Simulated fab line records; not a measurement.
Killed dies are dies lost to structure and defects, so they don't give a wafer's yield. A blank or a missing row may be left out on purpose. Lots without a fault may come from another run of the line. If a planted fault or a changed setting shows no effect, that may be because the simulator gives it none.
Chamber matching || flow nand harc || cmp-01 running NHARC_A_M0_CMP_23: 4 sister chambers
The step polishes, t overpolish 20 s, target thk 113.75 nm. 4 wafers are shown with their chamber, then 6 later ones without.

WAFERS, EACH WITH ITS CHAMBER
{"wafer": "L087.1", "chamber": 3, "motor current A (A)": 12.8}
{"wafer": "L090.1", "chamber": 2, "motor current A (A)": 11.2}
{"wafer": "L094.2", "chamber": 1, "motor current A (A)": 9.8}
{"wafer": "L094.3", "chamber": 0, "motor current A (A)": 14.5}

WAFERS MISSING THEIR CHAMBER
{"wafer": "L093.2", "motor current A (A)": 13.0}
{"wafer": "L096.1", "motor current A (A)": 12.4}
{"wafer": "L096.4", "motor current A (A)": 10.0}
{"wafer": "L097.2", "motor current A (A)": 14.5}
{"wafer": "L097.3", "motor current A (A)": 11.0}
{"wafer": "L097.4", "motor current A (A)": 9.8}

THE CHAMBER EACH PASSED THROUGH
{"wafer": "L093.2", "from the rows above": 3, "in truth": 3}
{"wafer": "L096.1", "from the rows above": 3, "in truth": 3}
{"wafer": "L096.4", "from the rows above": 1, "in truth": 1}
{"wafer": "L097.2", "from the rows above": 0, "in truth": 0}
{"wafer": "L097.3", "from the rows above": 2, "in truth": 2}
{"wafer": "L097.4", "from the rows above": 1, "in truth": 1}
6 of 6 placed correctly. Number that these rows cannot place: 0. Wrongly placed: 0.
How it was worked out, from the rows above alone: a wafer's distance from a chamber is the root of the sum, over the readings, of the square of ((its reading less the chamber's mean) divided by the reading's scatter). If the next closest chamber is less than 2 further off than the closest, the wafer can't be placed; otherwise it belongs to the closest. Each chamber's mean is taken over the wafers shown for it. The scatter: root of mean squared gap, hidden wafer to nearest shown wafer, with one shown wafer a chamber.
